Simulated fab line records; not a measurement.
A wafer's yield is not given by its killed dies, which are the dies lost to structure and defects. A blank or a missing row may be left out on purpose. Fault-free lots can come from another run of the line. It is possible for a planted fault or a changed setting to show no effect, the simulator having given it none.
What tool caused it? -- flow n5-finfet -- 12 lots with 35 wafers sampled at 5 steps, on a route of 1938 steps

WHAT EACH GAUGE READ, for each wafer
No reading from a measuring or inspecting step in the record can be judged against a usual standard deviation.

WHAT TOOL EACH LOT RAN ON (gives the tool, then ch and the chambers of the sampled wafers, and finally the start)
lot,N5_PASSIVATION_DEGAS_18,N5_PASSIVATION_PRE_CLEAN_19,N5_PASSIVATION_ETCH_59,N5_PASSIVATION_CLEAN_69,N5_PASSIVATION_PROBE_49
L336,"pvd-sputter-03, day 12 13:07","pvd-sputter-03, day 12 13:10","rie-metal-02 ch 0,1, day 12 14:28","wet-bench-02 ch 3,4,7, day 12 15:00",-
L340,"pvd-sputter-03, day 13 16:06","pvd-sputter-03, day 13 16:08","rie-metal-01 ch 0, day 13 17:27","wet-bench-01 ch 0,5,7, day 13 17:58",-
L341,"pvd-sputter-01, day 14 06:42","pvd-sputter-01, day 14 06:44","rie-metal-01 ch 0, day 14 08:19","wet-bench-02 ch 3,5,6, day 14 08:56","prober-02, day 14 12:49"
L339,"pvd-sputter-01, day 14 07:31","pvd-sputter-01, day 14 07:34","rie-metal-03 ch 0,1, day 14 08:45","wet-bench-06 ch 4,7, day 14 09:17","prober-01, day 14 13:14"
L344,"pvd-sputter-01, day 14 14:25","pvd-sputter-01, day 14 14:28","rie-metal-03 ch 0,1, day 14 15:39","wet-bench-01 ch 0,5,6, day 14 16:13",-
L345,"pvd-sputter-03, day 14 18:28","pvd-sputter-03, day 14 18:31","rie-metal-02 ch 0,1, day 14 19:49","wet-bench-01 ch 1,2,6, day 14 20:20",-
L346,"pvd-sputter-01, day 14 22:01","pvd-sputter-01, day 14 22:03","rie-metal-02 ch 0,1, day 14 23:45","wet-bench-02 ch 0,1,3, day 15 00:14",-
L347,"pvd-sputter-01, day 15 06:17","pvd-sputter-01, day 15 06:19","rie-metal-03 ch 0,1, day 15 07:31","wet-bench-06 ch 2,3,4, day 15 08:02","prober-01, day 15 11:55"
L349,"pvd-sputter-01, day 15 07:37","pvd-sputter-01, day 15 07:39","rie-metal-03 ch 0,1, day 15 08:58","wet-bench-02 ch 3,5,6, day 15 09:29",-
L348,"pvd-sputter-03, day 15 11:00","pvd-sputter-03, day 15 11:02","rie-metal-03 ch 1, day 15 12:35","wet-bench-01 ch 2,4,5, day 15 13:06",-
L352,"pvd-sputter-02, day 17 02:13","pvd-sputter-02, day 17 02:16","rie-metal-03 ch 0,1, day 17 03:29","wet-bench-01 ch 0,3,5, day 17 03:58","prober-01, day 17 08:13"
L355,"pvd-sputter-03, day 17 02:59","pvd-sputter-03, day 17 03:02","rie-metal-02 ch 0,1, day 17 05:18","wet-bench-01 ch 1,2,3, day 17 05:52","prober-02, day 17 10:08"
- N5_PASSIVATION_DEGAS_18: time 60 s.
- N5_PASSIVATION_PRE_CLEAN_19
- N5_PASSIVATION_ETCH_59: etches TaN in Cl2/BCl3, target depth 65 nm, time 34.9 s.
- N5_PASSIVATION_CLEAN_69: cleans in IPA, time 180 s.
- N5_PASSIVATION_PROBE_49

AS READ BY THE TOOLS THEMSELVES (means over the sampled wafers that have a number; for cases with no such wafer, the mark the record gives instead)
N5_PASSIVATION_DEGAS_18. Usual: 460 W for heater-power-w, sd 55.
lot,tool,heater-power-w (W),flag
L336,pvd-sputter-03,469,
L340,pvd-sputter-03,403,
L341,pvd-sputter-01,474,
L339,pvd-sputter-01,468,
L344,pvd-sputter-01,488,
L345,pvd-sputter-03,488,
L346,pvd-sputter-01,494,
L347,pvd-sputter-01,481,
L349,pvd-sputter-01,478,
L348,pvd-sputter-03,425,
L352,pvd-sputter-02,437,
L355,pvd-sputter-03,460,

N5_PASSIVATION_PRE_CLEAN_19. Usual: 460 W for heater-power-w, sd 54.
lot,tool,heater-power-w (W),flag
L336,pvd-sputter-03,463,
L340,pvd-sputter-03,406,
L341,pvd-sputter-01,480,
L339,pvd-sputter-01,460,
L344,pvd-sputter-01,490,
L345,pvd-sputter-03,485,
L346,pvd-sputter-01,494,
L347,pvd-sputter-01,480,
L349,pvd-sputter-01,482,
L348,pvd-sputter-03,431,
L352,pvd-sputter-02,429,
L355,pvd-sputter-03,452,

N5_PASSIVATION_ETCH_59. Usual: drypump-motor-current-A 5.7 A, standard deviation 0.39; mfc-cl2-sccm 59.95 sccm, standard deviation 0.17; oes-product-au 0.85 a.u., standard deviation 0.086; rf-fwd-power-W 894 W, standard deviation 3.7; throttle-valve-pct 21.04 %, standard deviation 0.24.
lot,tool,drypump-motor-current-A (A),mfc-cl2-sccm (sccm),oes-product-au (a.u.),rf-fwd-power-W (W),throttle-valve-pct (%),flag
L336,rie-metal-02,5.8,59.77,0.96,896,20.97,
L340,rie-metal-01,6.2,60.09,0.90,888,20.69,
L341,rie-metal-01,6.2,60.14,0.90,892,20.68,
L339,rie-metal-03,5.6,60.02,0.83,897,21.26,
L344,rie-metal-03,5.5,59.98,0.85,895,21.24,
L345,rie-metal-02,5.8,60.10,0.92,893,21.00,
L346,rie-metal-02,5.8,60.07,0.92,896,21.01,
L347,rie-metal-03,5.5,59.81,0.83,897,21.27,
L349,rie-metal-03,5.5,60.13,0.83,897,21.27,
L348,rie-metal-03,5.3,60.00,0.87,898,21.24,
L352,rie-metal-03,5.7,59.84,0.77,896,21.30,
L355,rie-metal-02,5.8,60.08,0.88,895,21.03,

N5_PASSIVATION_PROBE_49. Usual: defect-limited-yield 91.5 %, standard deviation 1.4; killed_at_M0_to_M3 32, standard deviation 11; killed_at_M4_up 12, standard deviation 4.4; killed-at-contacts 13, standard deviation 6.1; killed-at-front-end 39, standard deviation 12; killed-at-other 3.9, standard deviation 3; killed-dies 100, standard deviation 17; killed-open 66, standard deviation 12; killed-short 33, standard deviation 7.4; sort_bin_4_leakage 0.03 %, standard deviation 0.14; sort_bin_5_function 5.0 %, standard deviation 0.95; sort_bin_6_memory 3.2 %, standard deviation 0.66; sort_bin_8_speed 0.0 %, standard deviation 0.33; sort-n-pass 1079, standard deviation 17; sort-yield-pct 91.4 %, standard deviation 1.5.
lot,tool,defect-limited-yield (%),killed_at_M0_to_M3,killed_at_M4_up,killed-at-contacts,killed-at-front-end,killed-at-other,killed-dies,killed-open,killed-short,sort_bin_4_leakage (%),sort_bin_5_function (%),sort_bin_6_memory (%),sort_bin_8_speed (%),sort-n-pass,sort-yield-pct (%),flag
L341,prober-02,91.4,35,9,14,43,1.0,102,69,30,0.00,5.4,2.9,0.0,1078,91.4,
L339,prober-01,91.1,38,8,14,39,5.0,105,70,32,0.00,4.8,3.6,0.0,1075,91.1,
L347,prober-01,88.6,57,12,24,40,1.3,134,89,43,0.00,6.6,4.4,0.1,1045,88.6,
L352,prober-01,85.4,20,15,15,25,97.3,172,53,22,0.00,9.2,4.0,0.0,1008,85.4,OFF
L355,prober-02,84.8,35,10,5,37,92.7,180,59,30,0.00,10.1,3.7,0.0,1000,84.8,OFF

THE ANSWER, worked out from the rows above alone
Rule: a lot is off if the mean of its wafers that have a number lies more than 3 standard deviations from the usual mean. Also off: a lot with no number at a reading for which 4 or more lots have one. The other lots that the step has rows for count as sound. First the gauges in route order, then the tools' own readings, where a lot's mean is used as printed above. The first step at which some lot is off is used, and at that step the reading that is off furthest; a lot without a number counts as furthest.
Off, at N5_PASSIVATION_PROBE_49 on killed-at-other: L352, L355. Neither off nor sound, because the step has no rows for them: L336, L340, L344, L345, L346, L349, L348.
A tool fits if, at that step or a process step before it, it ran every lot that is off, and no sound lot after the first of them. One fits: wet-bench-01 at N5_PASSIVATION_CLEAN_69. It ran no sound lot before its first lot that is off in this sample, so the start can't be narrowed down.

WHAT HAD BEEN PUT IN BY THE SIMULATOR
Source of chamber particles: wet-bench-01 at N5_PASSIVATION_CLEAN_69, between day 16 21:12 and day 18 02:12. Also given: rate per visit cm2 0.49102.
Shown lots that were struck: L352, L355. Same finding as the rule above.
